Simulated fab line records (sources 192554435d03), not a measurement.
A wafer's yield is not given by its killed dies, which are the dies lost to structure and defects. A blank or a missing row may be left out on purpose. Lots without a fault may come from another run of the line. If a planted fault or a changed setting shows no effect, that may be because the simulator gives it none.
fab line records    flow n5-finfet    part 1 of 2: steps 1 to 17 of 28
[record] lots = 5  wafers = 15  last-day = 17
route steps=1938 shown BEOL_M5@1144
lots with no fault: from the same line, run without faults
start-h: start of the lot's first displayed wafer, in hours after the record's first day    wait-h: time in hours since the lot's previous step    " as in the row above    L1.1+2: a row that stands for several wafers    - no value, or no start given    * or withheld: withheld    < > ~ a bound
route shown NAME@n: names a module that has steps shown in the file, with the first one's number in the route    usual: mean and standard deviation over wafers with no fault    same: alike in all rows    chamber/n: place in a boat    sites: the reading at each site    _std_site: standard deviation of those values    _edge_site: the outer-site mean with the inner-site mean subtracted    radius-mm: for every site, how far away it sits from the centre of the wafer    mask NAME#n: copy n    behind: the tool/chamber that last shaped the wafer    hold: reason for holding the lot/hours on hold/outcome of the hold    device: the transistor (n, p or np) that didn't switch    end of line: the tests these same wafers got at the end of their route    for a step that has no rows: nothing shown but its recipe    killed: dies that structure and defects cost at the first sort, which is not the same as the wafer's yield    map: dies across one wafer; x = killed, . = not, _ = none there
set.NAME: the run value of the setting; set.NAME@STEP: its run value at that earlier step    model.NAME: the simulator's own value behind a step, which no gauge read
lots at selected steps of the route; one table per step, one row per wafer
services: when a tool's chamber went out of use (start-h, in hours from the record's first day, below 0 if earlier), for how many hours, and the reason
[[steps]]
[step N5_BEOL_M5_SOFTBAKE_23]
[recipe] temp-c = 110  time-s = 60  resist = CAR-EUV
lot.wafer   tool            chamber  start-h  wait-h
L074.1+2+3  litho-track-01  0        -        -
L078.3+5+6  litho-track-01  0        -        -
L092.2+4+5  litho-track-03  0        -        -
L095.2+3+4  litho-track-01  0        -        -
L097.2+4+6  litho-track-03  0        -        -
[step N5_BEOL_M5_EXPOSE_25]
[recipe] mask-id = V4  na = 0.33  source-shape = quasar  sigma-inner = 0.2  sigma-outer = 0.6  polarization = unpolarized  defocus-nm = 10  dose-mj = 52.75
lot.wafer   tool            chamber  start-h  wait-h  mask
L074.1+2+3  euv-scanner-01  0        162.56   -       V4#0
L078.3+5+6  euv-scanner-01  0        198.06   -       V4#0
L092.2+4+5  euv-scanner-02  0        278.92   -       V4#0
L095.2+3+4  euv-scanner-02  0        303.53   -       V4#0
L097.2+4+6  euv-scanner-02  0        325.37   -       V4#0
[step N5_BEOL_M5_PEB_26]
[recipe] peb-temp-c = 100  peb-time-s = 60  resist = CAR-EUV
lot.wafer   tool            chamber  start-h  wait-h
L074.1+2+3  litho-track-02  0        162.63   0.1
L078.3+5+6  litho-track-01  0        198.12   0.0
L092.2+4+5  litho-track-01  0        278.99   0.1
L095.2+3+4  litho-track-02  0        303.60   0.1
L097.2+4+6  litho-track-02  0        325.43   0.1
[step N5_BEOL_M5_DEVELOP_27]
[recipe] develop-time-s = 30  developer = TMAH  resist = CAR-EUV  rinse-liquid = surfactant-rinse  dry = air-spin  dev-temp-c = 23
[same] develop-time-s = 30
lot.wafer   tool            chamber  start-h  wait-h
L074.1+2+3  litho-track-02  0        -        -
L078.3+5+6  litho-track-01  0        -        -
L092.2+4+5  litho-track-01  0        -        -
L095.2+3+4  litho-track-02  0        -        -
L097.2+4+6  litho-track-02  0        -        -
[step N5_BEOL_M5_CD_MEAS_28]
[recipe] target-cd-nm = 30.6  landing-energy-ev = 500  detector = se-inlens  target-cd-y-nm = 20  polarity = opening
[usual] cd-nm = 30.64/0.29
lot.wafer  tool       chamber  start-h  wait-h  cd-nm
L074.1     cd-sem-02  0        162.70   -       30.24
L074.2     "          0        "        "       30.45
L074.3     "          0        "        "       30.24
L078.3     cd-sem-02  0        198.19   -       30.85
L078.5     "          0        "        "       30.29
L078.6     "          0        "        "       30.37
L092.2     cd-sem-03  0        279.06   -       30.66
L092.4     "          0        "        "       30.57
L092.5     "          0        "        "       30.42
L095.2     cd-sem-01  0        303.66   -       30.27
L095.3     "          0        "        "       30.76
L095.4     "          0        "        "       30.76
L097.2     cd-sem-03  0        325.50   -       31.13
L097.4     "          0        "        "       30.54
L097.6     "          0        "        "       30.92
[step N5_BEOL_M5_OVL_MEAS_29]
[recipe] points-per-wafer = 522
[usual] V4_OVL = -0.2/0.69
lot.wafer  tool        chamber  start-h  wait-h  V4_OVL[nm]
L074.1     overlay-01  0        162.73   0.0     -0.3
L074.2     "           0        "        "       0.3
L074.3     "           0        "        "       0.0
L078.3     overlay-01  0        198.23   0.0     -0.4
L078.5     "           0        "        "       -0.5
L078.6     "           0        "        "       -1.4
L092.2     overlay-02  0        279.09   0.0     -0.2
L092.4     "           0        "        "       -0.4
L092.5     "           0        "        "       -0.4
L095.2     overlay-01  0        303.70   0.0     0.8
L095.3     "           0        "        "       1.0
L095.4     "           0        "        "       1.1
L097.2     overlay-02  0        325.54   0.0     -0.3
L097.4     "           0        "        "       -1.0
L097.6     "           0        "        "       0.1
[step N5_BEOL_M5_INSPECT_30]
[recipe] mode = adi  inspect-instrument = brightfield
[usual] raw-defect-count = 407/97
lot.wafer  tool               chamber  start-h  wait-h  raw-defect-count
L074.1     defect-inspect-02  -        162.79   0.1     336
L074.2     "                  -        "        "       384
L074.3     "                  -        "        "       336
L078.3     defect-inspect-01  -        198.28   0.0     393
L078.5     "                  -        "        "       428
L078.6     "                  -        "        "       371
L092.2     defect-inspect-01  -        279.14   0.0     457
L092.4     "                  -        "        "       329
L092.5     "                  -        "        "       405
L095.2     defect-inspect-01  -        303.75   0.0     464
L095.3     "                  -        "        "       430
L095.4     "                  -        "        "       428
L097.2     defect-inspect-02  -        325.59   0.0     243
L097.4     "                  -        "        "       341
L097.6     "                  -        "        "       358
[step N5_BEOL_M5_DESCUM_33]
[recipe] chemistry = O2  time-s = 7  source-power-w = 50  bias-power-w = 20  pressure-mtorr = 20  rf-frequency-hz = 2.712e+07  temp-c = 40  resist = CAR-EUV  o2-flow-sccm = 225
[usual] drypump-motor-current-A = 5.6/0.55  oes-product-au = 0.80/0.1  rf-fwd-power-W = 49.37/0.28  rf-vpp-V = 243.0/1.5  showerhead-plenum-p-Torr = 2.09/0.078  throttle-valve-pct = 20.36/0.27
lot.wafer  tool         chamber  start-h  wait-h  drypump-motor-current-A  oes-product-au  rf-fwd-power-W  rf-hours-counter-h  rf-vpp-V  showerhead-plenum-p-Torr  throttle-valve-pct
L074.1     rie-diel-05  1        162.94   0.2     5.8                      0.70            49.40           232                 240.7     1.98                      20.41
L074.2     "            0        "        "       5.5                      0.91            49.25           37                  243.0     2.12                      19.83
L074.3     "            2        "        "       5.7                      0.67            49.18           231                 246.1     2.15                      20.09
L078.3     rie-diel-03  3        198.31   0.0     5.4                      0.96            49.65           5                   243.6     2.06                      20.40
L078.5     "            1        "        "       4.9                      0.85            48.92           -                   244.7     2.21                      20.62
L078.6     "            3        "        "       5.4                      0.97            49.65           -                   243.1     2.06                      20.40
L092.2     rie-diel-04  2        279.38   0.2     6.3                      0.68            49.33           247                 241.5     2.06                      20.76
L092.4     "            0        "        "       5.1                      0.69            49.48           239                 241.4     1.97                      20.33
L092.5     "            3        "        "       6.1                      0.74            49.55           -                   240.4     2.01                      20.50
L095.2     rie-diel-03  0        303.78   0.0     5.6                      0.92            49.38           22                  241.9     2.06                      20.39
L095.3     "            2        "        "       6.6                      0.74            49.33           190                 244.7     2.18                      20.44
L095.4     "            1        "        "       4.9                      0.83            48.96           80                  245.3     2.20                      20.66
L097.2     rie-diel-05  1        325.62   0.0     5.8                      0.92            49.36           24                  243.4     2.23                      20.07
L097.4     "            0        "        "       5.5                      0.82            49.03           93                  243.5     2.11                      19.92
L097.6     "            1        "        "       5.8                      0.92            49.24           -                   245.7     2.23                      20.07
[step N5_BEOL_M5_ETCH_75]
[recipe] chemistry = N2/H2  target = underlayer  target-depth-a = 65  mask-material = CAR-EUV  time-s = 5.2  ion-energy-ev = 200  pressure-mtorr = 30  source-w = 840  bias-w = 150  n2-flow-sccm = 200  h2-flow-sccm = 200  ends = cleared
[usual] drypump-motor-current-A = 5.6/0.55  etch-rf-on-time-s = 5.16/0.14  oes-product-au = 0.68/0.085  rf-fwd-power-W = 819.5/2.8  rf-vpp-V = 523.7/2.8  showerhead-plenum-p-Torr = 2.53/0.094  throttle-valve-pct = 17.8/0.31
lot.wafer  tool         chamber  start-h  wait-h  drypump-motor-current-A  etch-rf-on-time-s  oes-product-au  rf-fwd-power-W  rf-hours-counter-h  rf-vpp-V  showerhead-plenum-p-Torr  throttle-valve-pct
L074.1     rie-diel-05  1        162.98   0.0     5.8                      5.57               0.58            815.1           232                 518.7     2.42                      18.0
L074.2     "            0        "        "       5.5                      5.19               0.77            820.5           37                  524.4     2.57                      17.1
L074.3     "            2        "        "       5.7                      5.17               0.58            819.2           231                 523.5     2.60                      17.4
L078.3     rie-diel-03  3        198.34   0.0     5.4                      5.04               0.83            825.3           5                   524.8     2.50                      17.8
L078.5     "            1        "        "       4.9                      5.20               0.73            819.6           -                   525.5     2.70                      18.2
L078.6     "            3        "        "       5.5                      5.03               0.81            824.0           -                   522.1     2.50                      17.8
L092.2     rie-diel-04  2        279.41   0.0     6.3                      5.07               0.59            823.6           247                 521.6     2.51                      18.3
L092.4     "            0        "        "       5.1                      5.12               0.59            818.4           239                 519.0     2.40                      17.8
L092.5     "            3        "        "       6.1                      5.16               0.64            820.7           -                   520.9     2.43                      17.8
L095.2     rie-diel-03  0        303.82   0.0     5.7                      4.94               0.79            821.6           22                  521.2     2.48                      17.7
L095.3     "            2        "        "       6.6                      5.18               0.63            818.9           190                 525.8     2.61                      17.7
L095.4     "            1        "        "       4.9                      5.17               0.70            814.7           80                  526.0     2.68                      18.2
L097.2     rie-diel-05  1        325.66   0.0     5.8                      5.50               0.76            823.9           24                  527.9     2.72                      17.7
L097.4     "            0        "        "       5.5                      5.30               0.70            816.8           93                  521.9     2.55                      17.2
L097.6     "            1        "        "       5.8                      5.51               0.76            821.3           -                   528.2     2.72                      17.7
[step N5_BEOL_M5_ETCH_67]
[recipe] chemistry = CF4  target = SiARC  target-depth-a = 156  mask-material = CAR-EUV  time-s = 26  ion-energy-ev = 80  pressure-mtorr = 40  source-w = 545  bias-w = 36  Ar_flow_sccm = 100  cf4-flow-sccm = 100  ends = cleared
[usual] cf4-flow-sccm = 99.97/0.27  drypump-motor-current-A = 5.6/0.55  etch-rf-on-time-s = 25.8/0.74  oes-product-au = 0.69/0.087  rf-fwd-power-W = 532.2/2.1  rf-vpp-V = 183.8/1.3  showerhead-plenum-p-Torr = 2.13/0.073  throttle-valve-pct = 15.52/0.24
lot.wafer  tool         chamber  start-h  wait-h  cf4-flow-sccm  drypump-motor-current-A  etch-rf-on-time-s  oes-product-au  rf-fwd-power-W  rf-hours-counter-h  rf-vpp-V  showerhead-plenum-p-Torr  throttle-valve-pct
L074.1     rie-diel-05  1        163.00   0.0     100.23         5.8                      27.5               0.59            535.3           232                 181.6     2.02                      15.56
L074.2     "            0        "        "       99.41          5.6                      25.8               0.77            532.6           37                  185.6     2.18                      15.07
L074.3     "            2        "        "       100.32         5.7                      25.8               0.58            531.4           231                 183.5     2.21                      15.45
L078.3     rie-diel-03  3        198.36   0.0     99.76          5.4                      25.0               0.83            533.1           5                   182.4     2.11                      15.46
L078.5     "            1        "        "       100.22         4.9                      25.7               0.73            532.7           -                   186.0     2.25                      15.73
L078.6     "            3        "        "       99.86          5.4                      25.0               0.83            534.3           -                   183.2     2.11                      15.47
L092.2     rie-diel-04  2        279.43   0.0     99.57          6.3                      25.2               0.60            534.7           247                 183.8     2.11                      15.97
L092.4     "            0        "        "       99.74          5.1                      25.8               0.59            529.2           239                 182.3     2.02                      15.58
L092.5     "            3        "        "       100.64         6.1                      26.0               0.64            532.8           -                   183.3     2.06                      15.71
L095.2     rie-diel-03  0        303.84   0.0     99.45          5.7                      24.9               0.80            530.8           22                  183.3     2.10                      15.42
L095.3     "            2        "        "       100.11         6.6                      26.4               0.63            532.1           190                 185.0     2.19                      15.55
L095.4     "            1        "        "       99.76          4.9                      26.1               0.70            531.1           80                  185.8     2.24                      15.78
L097.2     rie-diel-05  1        325.68   0.0     100.09         5.8                      26.9               0.78            535.2           24                  184.8     2.26                      15.15
L097.4     "            0        "        "       99.92          5.5                      26.2               0.70            530.4           93                  183.9     2.16                      15.16
L097.6     "            1        "        "       100.32         5.8                      27.1               0.76            533.2           -                   185.3     2.26                      15.12
[step N5_BEOL_M5_ETCH_68]
[recipe] chemistry = N2/H2  target = SOC  target-depth-a = 800  overetch-a = 160  mask-material = SiARC  temp-c = 40  time-s = 120  ion-energy-ev = 200  pressure-mtorr = 30  source-w = 840  bias-w = 150  n2-flow-sccm = 200  h2-flow-sccm = 200
[usual] drypump-motor-current-A = 5.6/0.55  oes-product-au = 0.61/0.071  rf-fwd-power-W = 835/3  rf-vpp-V = 523.7/2.7  showerhead-plenum-p-Torr = 2.53/0.094  throttle-valve-pct = 17.7/0.31
lot.wafer  tool         chamber  start-h  wait-h  drypump-motor-current-A  oes-product-au  rf-fwd-power-W  rf-hours-counter-h  rf-vpp-V  showerhead-plenum-p-Torr  throttle-valve-pct
L074.1     rie-diel-05  1        163.02   0.0     5.8                      0.54            839             232                 519.7     2.42                      18.0
L074.2     "            0        "        "       5.5                      0.69            831             37                  525.8     2.57                      17.1
L074.3     "            2        "        "       5.7                      0.51            833             231                 524.2     2.61                      17.4
L078.3     rie-diel-03  3        198.39   0.0     5.4                      0.72            835             5                   522.9     2.50                      17.7
L078.5     "            1        "        "       4.9                      0.65            835             -                   527.0     2.69                      18.1
L078.6     "            3        "        "       5.4                      0.73            841             -                   523.3     2.50                      17.7
L092.2     rie-diel-04  2        279.45   0.0     6.3                      0.52            841             247                 521.9     2.51                      18.3
L092.4     "            0        "        "       5.1                      0.52            829             239                 519.6     2.40                      17.8
L092.5     "            3        "        "       6.1                      0.57            832             -                   521.0     2.43                      17.8
L095.2     rie-diel-03  0        303.86   0.0     5.7                      0.69            833             22                  522.7     2.48                      17.7
L095.3     "            2        "        "       6.6                      0.57            832             190                 525.9     2.61                      17.6
L095.4     "            1        "        "       4.9                      0.62            831             80                  528.7     2.68                      18.2
L097.2     rie-diel-05  1        325.70   0.0     5.8                      0.70            839             24                  528.3     2.72                      17.6
L097.4     "            0        "        "       5.5                      0.63            834             93                  524.0     2.55                      17.2
L097.6     "            1        "        "       5.8                      0.69            840             -                   528.3     2.72                      17.6
[step N5_BEOL_M5_STRIP_69]
[recipe] chemistry = N2/H2  temp-c = 40  n2-flow-sccm = 200  h2-flow-sccm = 200  rf-frequency-hz = 6e+07
lot.wafer   tool         chamber  start-h  wait-h
L074.1+2+3  rie-diel-05  1,0,2    163.11   0.0
L078.3+5+6  rie-diel-03  3,1,3    198.47   0.0
L092.2+4+5  rie-diel-04  2,0,3    279.54   0.0
L095.2+3+4  rie-diel-03  0,2,1    303.94   0.0
L097.2+4+6  rie-diel-05  1,0,1    325.78   0.0
[step N5_BEOL_M5_STRIP_76]
[recipe] chemistry = N2/H2  temp-c = 40  n2-flow-sccm = 200  h2-flow-sccm = 200  rf-frequency-hz = 6e+07
lot.wafer   tool         chamber  start-h  wait-h
L074.1+2+3  rie-diel-05  1,0,2    163.12   0.0
L078.3+5+6  rie-diel-03  3,1,3    198.48   0.0
L092.2+4+5  rie-diel-04  2,0,3    279.55   0.0
L095.2+3+4  rie-diel-03  0,2,1    303.95   0.0
L097.2+4+6  rie-diel-05  1,0,1    325.79   0.0
[step N5_BEOL_M5_VIA_ETCH_34]
[recipe] chemistry = C4F6/O2  target = SiCOH_lowk  target-depth-a = 883  mask-material = SOC  taper-deg = 4  time-s = 39.2  ion-energy-ev = 250  pressure-mtorr = 30  source-w = 345  bias-w = 185  Ar_flow_sccm = 300  C4F6_flow_sccm = 10  O2_flow_sccm = 10
[usual] drypump-motor-current-A = 5.6/0.55  oes-product-au = 0.80/0.1  rf-fwd-power-W = 340.8/1.9  rf-vpp-V = 657/12  showerhead-plenum-p-Torr = 2.83/0.098  throttle-valve-pct = 20.76/0.22
lot.wafer  tool         chamber  start-h  wait-h  drypump-motor-current-A  oes-product-au  rf-fwd-power-W  rf-hours-counter-h  rf-vpp-V  showerhead-plenum-p-Torr  throttle-valve-pct
L074.1     rie-diel-05  1        163.13   0.0     5.8                      0.69            342.2           232                 659       2.71                      20.85
L074.2     "            0        "        "       5.5                      0.90            335.6           37                  664       2.90                      20.30
L074.3     "            2        "        "       5.8                      0.66            336.8           231                 664       2.93                      20.55
L078.3     rie-diel-03  3        198.49   0.0     5.4                      0.97            341.7           5                   652       2.80                      20.80
L078.5     "            1        "        "       4.9                      0.86            337.1           -                   670       2.98                      20.99
L078.6     "            3        "        "       5.4                      0.97            341.0           -                   652       2.80                      20.82
L092.2     rie-diel-04  2        279.56   0.0     6.3                      0.68            340.3           248                 639       2.79                      21.08
L092.4     "            0        "        "       5.1                      0.69            343.0           239                 676       2.69                      20.76
L092.5     "            3        "        "       6.1                      0.74            340.7           -                   643       2.72                      20.81
L095.2     rie-diel-03  0        303.96   0.0     5.6                      0.91            343.0           23                  649       2.78                      20.71
L095.3     "            2        "        "       6.6                      0.74            341.2           190                 669       2.92                      20.76
L095.4     "            1        "        "       4.9                      0.82            340.5           80                  670       2.97                      21.05
L097.2     rie-diel-05  1        325.80   0.0     5.8                      0.91            342.7           24                  671       3.03                      20.54
L097.4     "            0        "        "       5.5                      0.82            338.5           93                  664       2.87                      20.40
L097.6     "            1        "        "       5.8                      0.90            343.1           -                   671       3.03                      20.55
[step N5_BEOL_M5_STRIP_85]
[recipe] chemistry = C4F6/O2  resist = SiARC  rf-frequency-hz = 6e+07
lot.wafer   tool         chamber  start-h  wait-h
L074.1+2+3  rie-diel-05  1,0,2    163.16   0.0
L078.3+5+6  rie-diel-03  3,1,3    198.53   0.0
L092.2+4+5  rie-diel-04  2,0,3    279.59   0.0
L095.2+3+4  rie-diel-03  0,2,1    304.00   0.0
L097.2+4+6  rie-diel-05  1,0,1    325.84   0.0
[step N5_BEOL_M5_STRIP_36]
[recipe] chemistry = N2/H2  power-w = 450  temp-c = 40  pressure-mtorr = 20  rf-frequency-hz = 6e+07  overash-fraction = 0.3  bias-power-w = 7  h2-frac = 0.5  n2-flow-sccm = 200  h2-flow-sccm = 200
[usual] drypump-motor-current-A = 5.6/0.55  oes-product-au = 0.80/0.1  rf-vpp-V = 59.3/1.7  showerhead-plenum-p-Torr = 2.53/0.094  throttle-valve-pct = 23.5/0.44
lot.wafer  tool         chamber  start-h  wait-h  drypump-motor-current-A  oes-product-au  rf-hours-counter-h  rf-vpp-V  showerhead-plenum-p-Torr  throttle-valve-pct
L074.1     rie-diel-05  1        163.17   0.0     5.8                      0.71            232                 57.7      2.42                      24.0
L074.2     "            0        "        "       5.5                      0.92            37                  63.5      2.57                      22.8
L074.3     "            2        "        "       5.7                      0.65            231                 61.6      2.60                      22.9
L078.3     rie-diel-03  3        198.54   0.0     5.5                      0.98            5                   59.9      2.49                      23.8
L078.5     "            1        "        "       4.9                      0.86            -                   62.1      2.69                      24.2
L078.6     "            3        "        "       5.4                      0.96            -                   63.0      2.49                      23.7
L092.2     rie-diel-04  2        279.60   0.0     6.3                      0.67            248                 58.1      2.50                      24.1
L092.4     "            0        "        "       5.1                      0.70            239                 61.4      2.39                      23.5
L092.5     "            3        "        "       6.1                      0.75            -                   59.5      2.43                      23.5
L095.2     rie-diel-03  0        304.01   0.0     5.7                      0.92            23                  59.1      2.47                      23.6
L095.3     "            2        "        "       6.6                      0.74            190                 58.9      2.61                      23.2
L095.4     "            1        "        "       4.9                      0.82            80                  61.2      2.68                      24.2
L097.2     rie-diel-05  1        325.85   0.0     5.8                      0.91            24                  61.4      2.72                      23.8
L097.4     "            0        "        "       5.5                      0.82            93                  61.5      2.55                      22.8
L097.6     "            1        "        "       5.8                      0.91            -                   59.8      2.72                      23.7
[step N5_BEOL_M5_TRENCH_ETCH_37]
[recipe] chemistry = C4F6/O2  target-depth-a = 716.52  target = SiCOH_lowk  time-s = 24.7  ion-energy-ev = 250  pressure-mtorr = 30  source-w = 345  bias-w = 185  Ar_flow_sccm = 300  C4F6_flow_sccm = 10  O2_flow_sccm = 10
[usual] drypump-motor-current-A = 5.6/0.55  oes-product-au = 0.80/0.1  rf-fwd-power-W = 339.5/2  rf-vpp-V = 657/12  showerhead-plenum-p-Torr = 2.83/0.098  throttle-valve-pct = 20.80/0.22
lot.wafer  tool         chamber  start-h  wait-h  drypump-motor-current-A  oes-product-au  rf-fwd-power-W  rf-hours-counter-h  rf-vpp-V  showerhead-plenum-p-Torr  throttle-valve-pct
L074.1     rie-diel-05  1        -        -       5.8                      0.68            342.5           232                 661       2.71                      20.90
L074.2     "            0        "        "       5.5                      0.91            335.6           37                  665       2.90                      20.35
L074.3     "            2        "        "       5.7                      0.66            337.4           231                 666       2.93                      20.59
L078.3     rie-diel-03  3        -        -       5.4                      0.98            341.0           5                   652       2.80                      20.87
L078.5     "            1        "        "       4.9                      0.85            337.3           -                   668       2.98                      21.05
L078.6     "            3        "        "       5.5                      0.97            340.8           -                   652       2.80                      20.86
L092.2     rie-diel-04  2        -        -       6.3                      0.68            340.2           248                 641       2.79                      21.11
L092.4     "            0        "        "       5.1                      0.69            343.6           239                 676       2.69                      20.78
L092.5     "            3        "        "       6.0                      0.74            339.8           -                   643       2.72                      20.87
L095.2     rie-diel-03  0        -        -       5.6                      0.92            338.3           23                  647       2.78                      20.74
L095.3     "            2        "        "       6.6                      0.74            339.8           190                 668       2.93                      20.80
L095.4     "            1        "        "       4.9                      0.83            336.5           80                  669       2.97                      21.07
L097.2     rie-diel-05  1        -        -       5.8                      0.89            340.7           24                  671       3.03                      20.58
L097.4     "            0        "        "       5.6                      0.83            337.3           93                  661       2.87                      20.44
L097.6     "            1        "        "       5.8                      0.89            341.8           -                   671       3.03                      20.59
